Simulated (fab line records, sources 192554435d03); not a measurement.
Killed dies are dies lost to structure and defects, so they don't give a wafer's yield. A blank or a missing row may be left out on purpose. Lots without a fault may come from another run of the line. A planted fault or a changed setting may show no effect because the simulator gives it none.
Chamber matching | flow n5_finfet | N5_BEOL_M7_ILD_DEP_00 on pecvd-01: 3 sister chambers
The step deposits SiCOH lowk from DEMS/porogen, target thk 179.75 nm, time 33.4 s. 3 wafers are shown with their chamber, then 12 later ones without.

WAFERS WITH THEIR CHAMBER
wafer  | chamber | throttle_valve_pct (%)
L088.4 | 2       | 13.2
L088.5 | 1       | 14.7
L088.6 | 0       | 14.1

WAFERS WITHOUT THEIR CHAMBER
wafer  | throttle_valve_pct (%)
L086.2 | 13.4
L086.4 | 13.1
L086.5 | 13.0
L089.1 | 13.0
L089.3 | 14.6
L089.4 | 13.1
L094.1 | 14.4
L094.2 | 14.1
L094.6 | 13.3
L095.2 | 14.7
L095.3 | 13.4
L095.5 | 14.3

WHICH CHAMBER EACH WENT THROUGH
wafer  | from the rows above     | in truth
L086.2 | 2                       | 2
L086.4 | 2                       | 2
L086.5 | 2                       | 2
L089.1 | 2                       | 2
L089.3 | 1                       | 1
L089.4 | 2                       | 2
L094.1 | can't be placed: 1 or 0 | 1
L094.2 | 0                       | 0
L094.6 | 2                       | 2
L095.2 | 1                       | 1
L095.3 | 2                       | 2
L095.5 | can't be placed: 0 or 1 | 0
Placed correctly: 10 of 12. Can't be placed from these rows: 2 (the true chamber is among the candidates in 2). Placed wrongly: 0.
How it was worked out, from the rows above alone: a wafer's distance from a chamber is the root of the sum, over the readings, of the square of ((its reading less the chamber's mean) divided by the reading's scatter). The wafer belongs to the nearest chamber; if the next one is less than 2 further off, it can't be placed. A chamber's mean is the mean of its shown wafers. The scatter: with one shown wafer a chamber, the root of the mean of the squares of how far each hidden wafer lies from its nearest shown one.
